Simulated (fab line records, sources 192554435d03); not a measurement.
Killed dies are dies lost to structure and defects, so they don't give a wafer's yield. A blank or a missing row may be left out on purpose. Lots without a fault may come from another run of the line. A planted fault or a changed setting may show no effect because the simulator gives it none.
Which tool did it? | flow n5_finfet | 11 lots, 29 wafers sampled, at 6 steps of a route of 1938

WHAT THE GAUGES READ, wafer by wafer
N5_ZERO_LAYER_INSPECT_20: inspects for defects (darkfield). Usual: raw_defect_count 43, standard deviation 20.
lot  | measured    | on                | raw_defect_count | flag
L654 | day 1 19:30 | defect_inspect-02 | 33 28 13         |
L656 | day 2 08:04 | defect_inspect-02 | 41 33 30         |
L659 | day 3 01:17 | defect_inspect-02 | 61 52 32         |
L666 | day 4 19:15 | defect_inspect-02 | 53 57 71         |
L668 | day 5 07:15 | defect_inspect-01 | 26 27 36         |
L670 | day 5 19:23 | defect_inspect-02 | 70 363           | OFF
L671 | day 6 01:20 | defect_inspect-01 | 340 401          | OFF
L672 | day 6 07:16 | defect_inspect-02 | 309 311          | OFF
L673 | day 6 13:18 | defect_inspect-02 | 376 322          | OFF
L675 | day 7 01:26 | defect_inspect-02 | 55 38 51         |
L676 | day 7 07:23 | defect_inspect-02 | 41 32 44         |

N5_WELL_APT_INSPECT_10: inspects for defects (macro). Usual: raw_defect_count 2.0, standard deviation 1.5.
lot  | measured    | on                | raw_defect_count | flag
L654 | day 1 19:52 | defect_inspect-02 | 2 0 1            |
L656 | day 2 08:25 | defect_inspect-02 | 1 3 1            |
L659 | day 3 01:38 | defect_inspect-02 | 1 1 1            |
L666 | day 4 19:37 | defect_inspect-02 | 2 4 4            |
L668 | day 5 07:37 | defect_inspect-02 | 5 2 0            |
L670 | day 5 19:52 | defect_inspect-01 | 0 >300           |
L671 | day 6 01:50 | defect_inspect-01 | 289 >300         | OFF
L672 | day 6 07:37 | defect_inspect-02 | >300 290         | OFF
L673 | day 6 13:47 | defect_inspect-02 | >300 >300        | OFF
L675 | day 7 01:55 | defect_inspect-02 | 1 0 1            |
L676 | day 7 07:44 | defect_inspect-01 | 6 5 2            |

N5_WELL_APT_INSPECT_38: inspects for defects (darkfield). Usual: raw_defect_count 13, standard deviation 5.
lot  | measured    | on                | raw_defect_count | flag
L654 | day 1 22:49 | defect_inspect-02 | 7 18 17          |
L656 | day 2 11:28 | defect_inspect-02 | 19 4 15          |
L659 | day 3 04:29 | defect_inspect-02 | 13 14 10         |
L666 | day 4 22:54 | defect_inspect-01 | 11 18 12         |
L668 | day 5 10:45 | defect_inspect-02 | 14 12 11         |
L670 | day 5 22:49 | defect_inspect-01 | 12 317           | OFF
L671 | day 6 04:52 | defect_inspect-02 | 302 340          | OFF
L672 | day 6 10:35 | defect_inspect-01 | 311 306          | OFF
L673 | day 6 17:08 | defect_inspect-01 | 344 314          | OFF
L675 | day 7 05:02 | defect_inspect-01 | 21 16 20         |
L676 | day 7 10:37 | defect_inspect-01 | 18 15 14         |

WHICH TOOL RAN EACH LOT (tool, then ch and the chambers of the sampled wafers, then the start)
lot  | N5_ZERO_LAYER_DESCUM_16           | N5_ZERO_LAYER_STRIP_24              | N5_WELL_APT_EPI_41
L654 | rie_diel-06 ch 1,2, day 1 18:41   | plasma_asher-02 ch 1, day 1 18:53   | epi_rpcvd-04 ch 0, day 1 22:11
L656 | rie_diel-06 ch 0,3, day 2 07:14   | plasma_asher-02 ch 0,1, day 2 07:27 | epi_rpcvd-02 ch 0, day 2 10:38
L659 | rie_diel-02 ch 1,2, day 3 00:42   | plasma_asher-01 ch 0,1, day 3 00:55 | epi_rpcvd-04 ch 0, day 3 03:51
L666 | rie_diel-06 ch 1,2,3, day 4 18:41 | plasma_asher-01 ch 0,1, day 4 18:53 | epi_rpcvd-04 ch 0, day 4 22:16
L668 | rie_diel-06 ch 0,2, day 5 06:41   | plasma_asher-02 ch 0, day 5 06:53   | epi_rpcvd-03 ch 0, day 5 10:07
L670 | rie_diel-01 ch 0,1, day 5 18:49   | plasma_asher-02 ch 0,1, day 5 19:02 | epi_rpcvd-03 ch 0, day 5 22:11
L671 | rie_diel-06 ch 1,3, day 6 00:46   | plasma_asher-02 ch 1, day 6 00:59   | epi_rpcvd-02 ch 0, day 6 04:14
L672 | rie_diel-02 ch 0,1, day 6 06:42   | plasma_asher-02 ch 1, day 6 06:55   | epi_rpcvd-04 ch 0, day 6 10:14
L673 | rie_diel-01 ch 1,3, day 6 12:42   | plasma_asher-02 ch 1, day 6 12:55   | epi_rpcvd-03 ch 0, day 6 16:30
L675 | rie_diel-01 ch 0,1,3, day 7 00:52 | plasma_asher-01 ch 0,1, day 7 01:05 | epi_rpcvd-04 ch 0, day 7 04:27
L676 | rie_diel-01 ch 2,3, day 7 06:49   | plasma_asher-01 ch 0,1, day 7 07:01 | epi_rpcvd-03 ch 0, day 7 10:04
- N5_ZERO_LAYER_DESCUM_16: chemistry O2, time 7.9 s.
- N5_ZERO_LAYER_STRIP_24: strips in O2.
- N5_WELL_APT_EPI_41: deposits Si from SiH4/H2, target thk 50 nm, time 297.7 s.

WHAT THE TOOLS THEMSELVES READ (means of the sampled wafers that have a number; where no wafer has one, the mark that the record gives instead)
N5_ZERO_LAYER_DESCUM_16. Usual: drypump_motor_current_A 5.7 A, standard deviation 0.49; oes_product_au 0.79 a.u., standard deviation 0.094; rf_vpp_V 243.1 V, standard deviation 1.2; showerhead_plenum_p_Torr 2.09 Torr, standard deviation 0.064; throttle_valve_pct 20.35 %, standard deviation 0.2.
lot  | tool        | drypump_motor_current_A (A) | oes_product_au (a.u.) | rf_vpp_V (V) | showerhead_plenum_p_Torr (Torr) | throttle_valve_pct (%) | flag
L654 | rie_diel-06 | 6.3                         | 0.89                  | 244.5        | 2.18                            | 20.26                  |
L656 | rie_diel-06 | 5.8                         | 0.77                  | 243.2        | 2.07                            | 20.43                  |
L659 | rie_diel-02 | 6.0                         | 0.70                  | 243.0        | 2.07                            | 20.69                  |
L666 | rie_diel-06 | 6.0                         | 0.85                  | 243.5        | 2.12                            | 20.22                  |
L668 | rie_diel-06 | 5.7                         | 0.68                  | 242.5        | 2.07                            | 20.47                  |
L670 | rie_diel-01 | 5.8                         | 0.77                  | 243.5        | 2.10                            | 20.30                  |
L671 | rie_diel-06 | 6.2                         | 0.90                  | 243.8        | 2.13                            | 20.26                  |
L672 | rie_diel-02 | 6.0                         | 0.71                  | 242.3        | 2.06                            | 20.55                  |
L673 | rie_diel-01 | 5.2                         | 0.80                  | 241.7        | 2.02                            | 20.16                  |
L675 | rie_diel-01 | 5.4                         | 0.78                  | 242.8        | 2.08                            | 20.30                  |
L676 | rie_diel-01 | 4.8                         | 0.84                  | 241.4        | 2.04                            | 20.24                  |

N5_ZERO_LAYER_STRIP_24. Usual: drypump_motor_current_A 5.65 A, standard deviation 0.22; heater_power_w 349 W, standard deviation 27; oes_product_au 0.647 a.u., standard deviation 0.0046; strip_time_to_endpoint_s 43.85 s, standard deviation 0.094.
lot  | tool            | drypump_motor_current_A (A) | heater_power_w (W) | oes_product_au (a.u.) | strip_time_to_endpoint_s (s) | flag
L654 | plasma_asher-02 | 5.67                        | 303                | 0.644                 | 43.73                        |
L656 | plasma_asher-02 | 5.52                        | 338                | 0.648                 | 43.82                        |
L659 | plasma_asher-01 | 5.78                        | 350                | 0.647                 | 43.95                        |
L666 | plasma_asher-01 | 5.80                        | 351                | 0.649                 | 43.98                        |
L668 | plasma_asher-02 | 5.24                        | 391                | 0.647                 | 43.70                        |
L670 | plasma_asher-02 | 5.44                        | 352                | 0.653                 | 43.74                        |
L671 | plasma_asher-02 | 5.69                        | 310                | 0.651                 | 43.91                        |
L672 | plasma_asher-02 | 5.69                        | 308                | 0.653                 | 43.80                        |
L673 | plasma_asher-02 | 5.71                        | 314                | 0.644                 | 43.86                        |
L675 | plasma_asher-01 | 5.78                        | 354                | 0.647                 | 43.86                        |
L676 | plasma_asher-01 | 5.79                        | 358                | 0.643                 | 43.74                        |

N5_WELL_APT_EPI_41. Usual: throttle_valve_pct 11.51 %, standard deviation 0.3.
lot  | tool         | throttle_valve_pct (%) | flag
L654 | epi_rpcvd-04 | 11.21                  |
L656 | epi_rpcvd-02 | 11.38                  |
L659 | epi_rpcvd-04 | 11.24                  |
L666 | epi_rpcvd-04 | 11.34                  |
L668 | epi_rpcvd-03 | 11.84                  |
L670 | epi_rpcvd-03 | 11.85                  |
L671 | epi_rpcvd-02 | 11.34                  |
L672 | epi_rpcvd-04 | 11.27                  |
L673 | epi_rpcvd-03 | 11.97                  |
L675 | epi_rpcvd-04 | 11.49                  |
L676 | epi_rpcvd-03 | 11.78                  |

THE ANSWER, worked out from the rows above alone
Rule: a lot is off if the mean of its wafers that have a number lies more than 3 standard deviations from the usual mean. A lot without any number at a reading at which 4 lots or more have one is off too. The other lots that the step has rows for count as sound. The gauges are gone through in route order, then the tools' own readings, and for those a lot's mean is taken as printed above. The first step at which some lot is off is used, and at that step the reading that is off furthest; a lot without a number counts as furthest.
Off: L670, L671, L672, L673, at N5_ZERO_LAYER_INSPECT_20 (raw_defect_count).
A tool fits if, at a process step before that reading, it ran every lot that is off, and no sound lot after the first of them. The gauges at N5_ZERO_LAYER_INSPECT_20 are tried like those tools. One fits: plasma_asher-02 at N5_ZERO_LAYER_STRIP_24. Its last sound lot is L668 (day 5 06:53), its first lot that is off L670 (day 5 19:02): a fault that began between those two fits.

WHAT THE SIMULATOR HAD PUT IN
Chamber particle source: plasma_asher-02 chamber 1, from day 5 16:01 on, at N5_ZERO_LAYER_STRIP_24. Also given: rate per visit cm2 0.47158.
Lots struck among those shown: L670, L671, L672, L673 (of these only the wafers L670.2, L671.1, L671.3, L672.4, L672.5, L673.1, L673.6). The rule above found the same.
